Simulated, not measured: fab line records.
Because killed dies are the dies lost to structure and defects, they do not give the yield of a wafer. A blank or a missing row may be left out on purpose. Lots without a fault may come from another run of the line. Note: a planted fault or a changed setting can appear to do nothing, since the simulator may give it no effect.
Problem report in the 8D (eight disciplines) form, filled by code | flow n5_finfet | the parts of the form that need people (team, actions taken, sign-off) are left out

== 1. WHAT WENT WRONG ==
Wafers without a fault read 28.6 s, standard deviation 0.96; etch_rf_on_time_s at N5_BEOL_M0_ETCH_138 reads a mean of 39.0 s on 2 wafers belonging to 2 lots. Relative to the usual mean, that is a shift of +11 standard deviations.
The step: etches SiCN in CH3F/O2, target depth 12 nm, time 31.6 s.
Earliest sighting: wafer L521.6 on rie_diel-01 at day 11 03:04. The record holds 25 wafers of 9 lots with a number at this step. The rule behind "out" and "out of limits": a value lying over 4 standard deviations away from the usual mean. All remaining wafers that have a number are taken as sound.

== 2. WHAT THIS IS AND IS NOT ==
question                    | is                | is not
which readings at this step | etch_rf_on_time_s | drypump_motor_current_A, rf_vpp_V, showerhead_plenum_p_Torr, throttle_valve_pct
which lots                  | L521, L523        | L501, L502, L507, L508, L510, L512, L513
which wafers of those lots  | L521.6, L523.5    | L521.2, L523.4
read on which tools         | rie_diel-01       | rie_diel-02, rie_diel-06
when                        | from day 11 03:04 | up to then (22 sound wafers); but 1 sound wafer of L523 came after

== 3. WHAT RULES OUT EACH SUSPECT ==
Counting: a tool at a process step up to the reading stays a suspect if it ran every lot that is out. Sound lots after the first of them don't rule it out here, since some wafers of a struck lot are sound.
- ald_sin-02 at N5_BEOL_M0_SAQP_ALD_48 (deposits SiO2, target thk 20 nm, pulse time 1 s, co reactant pulse time 1 s): kept. It ran every lot that is out, first L521 (day 11 01:45); its last sound lot up to then is L508 (day 7 10:58).
- rie_diel-01 at N5_BEOL_M0_CUTY_ETCH_62 (etches SiARC in CF4, time 58.5 s): kept. It ran every lot that is out, first L521 (day 11 02:54); its last sound lot up to then is L510 (day 7 23:29).
- rie_diel-01 at N5_BEOL_M0_ETCH_138 (etches SiCN in CH3F/O2, target depth 12 nm, time 31.6 s): kept. It ran every lot that is out, first L521 (day 11 03:04); its last sound lot up to then is L510 (day 7 23:40). Out on those wafers are its own readings of etch_rf_on_time_s.
After the count, these remain: ald_sin-02 at N5_BEOL_M0_SAQP_ALD_48, rie_diel-01 at N5_BEOL_M0_CUTY_ETCH_62 and rie_diel-01 at N5_BEOL_M0_ETCH_138.

== 4. THE CAUSE (what the simulator had put in) ==
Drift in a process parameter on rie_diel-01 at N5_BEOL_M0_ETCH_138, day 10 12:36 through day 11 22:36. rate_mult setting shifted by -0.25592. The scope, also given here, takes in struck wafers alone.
This tool is one of the 3 suspects left after counting.

== 5. THE EFFECT CHAIN, in route order ==
Each row: a reading whose mean over the struck wafers that have a number lies more than 3 standard deviations from the usual. Only readings for which the record gives a usual standard deviation are gone through. hours: the time from each lot's start at the first step in this table that gives one to its start at this step, as a median over the lots. sigmas: the change in usual standard deviations.
hours | step                | reading           | usual  | on struck wafers | change | sigmas
0     | N5_BEOL_M0_ETCH_138 | etch_rf_on_time_s | 28.6 s | 39.0             | +10.4  | +11
It contains these process steps:
- N5_BEOL_M0_ETCH_138: etches SiCN in CH3F/O2, target depth 12 nm, time 31.6 s.
Later measuring or inspecting steps at which every struck wafer that the step has a row for has a number for every such reading, and none has moved that far: N5_BEOL_M4_RC_MEAS_101.

== 6. WHAT WOULD HAVE CAUGHT IT SOONER ==
First out-of-limits reading in this record: day 11 03:04, which is 14 hours after fault onset at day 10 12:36.
